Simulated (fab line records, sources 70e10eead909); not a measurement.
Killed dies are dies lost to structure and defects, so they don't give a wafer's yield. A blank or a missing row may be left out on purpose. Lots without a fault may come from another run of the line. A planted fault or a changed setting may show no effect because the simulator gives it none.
Problem report in the 8D (eight disciplines) form, filled by code | flow nand_harc | the parts of the form that need people (team, actions taken, sign-off) are left out

1. THE PROBLEM
killed_at_other at NHARC_END_SORT_01 reads a mean of 77.8 on 6 wafers of 2 lots; wafers without a fault read 1.2 with a standard deviation of 1.4. That is +55 standard deviations from the usual mean.
First seen on wafer L559.1, day 30 18:24, on prober-02. The record holds 30 wafers of 10 lots with a number at this step. Rule for "out", or "out of limits": more than 4 standard deviations from the usual mean. The other wafers with a number count as sound.

2. WHAT IT IS AND WHAT IT IS NOT
question                    | is                     | is not
which readings at this step | killed_at_other        | killed_at_array, killed_at_periphery, killed_open, killed_short
which lots                  | L559, L561             | L551, L553, L554, L555, L564, L568, L569, L570
which wafers of those lots  | all that have a number | -
read on which gauges        | prober-02              | prober-01
when                        | from day 30 18:24      | up to then (12 sound wafers); but 12 sound wafers of L564, L568, L569, L570 came after

3. SUSPECTS, AND WHAT RULES EACH OUT
Counting: a tool at a process step up to the reading stays a suspect if it ran every lot that is out and no sound lot after the first of them.
- the gauge at NHARC_END_SORT_01: kept. All the wafers that are out were read on prober-02, and no step on other tools shows them out.
- pvd_sputter-02 at NHARC_THIN_TSV_PVD_19 (deposits TaN, target thk 20 nm): kept. It ran every lot that is out, first L559 (day 29 22:29), and no sound lot after that; its last sound lot up to then is L555 (day 27 04:52).
- plasma_asher-02 at NHARC_THIN_TSV_STRIP_56 (strips in O2): kept. It ran every lot that is out, first L559 (day 30 02:03), and no sound lot after that; its last sound lot up to then is L555 (day 27 08:33).
Left after counting: pvd_sputter-02 at NHARC_THIN_TSV_PVD_19, plasma_asher-02 at NHARC_THIN_TSV_STRIP_56, prober-02 at NHARC_END_SORT_01.

4. THE CAUSE (what the simulator had put in)
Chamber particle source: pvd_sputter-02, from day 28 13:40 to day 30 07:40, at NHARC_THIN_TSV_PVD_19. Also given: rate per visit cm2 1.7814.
Counting left 3 suspects, and this tool is among them.

5. THE CHAIN OF EFFECTS, in route order
Each row: a reading whose mean over the struck wafers that have a number lies more than 3 standard deviations from the usual. Only readings for which the record gives a usual standard deviation are gone through. hours: the time from each lot's start at the first step in this table that gives one to its start at this step, as a median over the lots. sigmas: the change in usual standard deviations.
hours | step              | reading              | usual  | on struck wafers | change | sigmas
0     | NHARC_END_SORT_01 | defect_limited_yield | 90.9 % | 80.7             | -10.2  | -4.2
0     | NHARC_END_SORT_01 | killed_at_other      | 1.2    | 77.8             | +76.6  | +55
0     | NHARC_END_SORT_01 | killed_dies          | 61     | 130              | +69    | +4.3

6. WHAT WOULD HAVE CAUGHT IT SOONER
In this record the first reading out of limits at a measuring or inspecting step was taken at day 30 18:24, 53 hours after the fault began at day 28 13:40.
Of the tool readings at NHARC_THIN_TSV_PVD_19 for which the record gives a usual standard deviation, none was out on any struck wafer, so an alarm limit of 4 standard deviations on them would not have fired.
All the lots that are out (2) had begun NHARC_THIN_TSV_PVD_19 on pvd_sputter-02 by day 30 18:24. A hold on the tool at that time would have spared none of them.
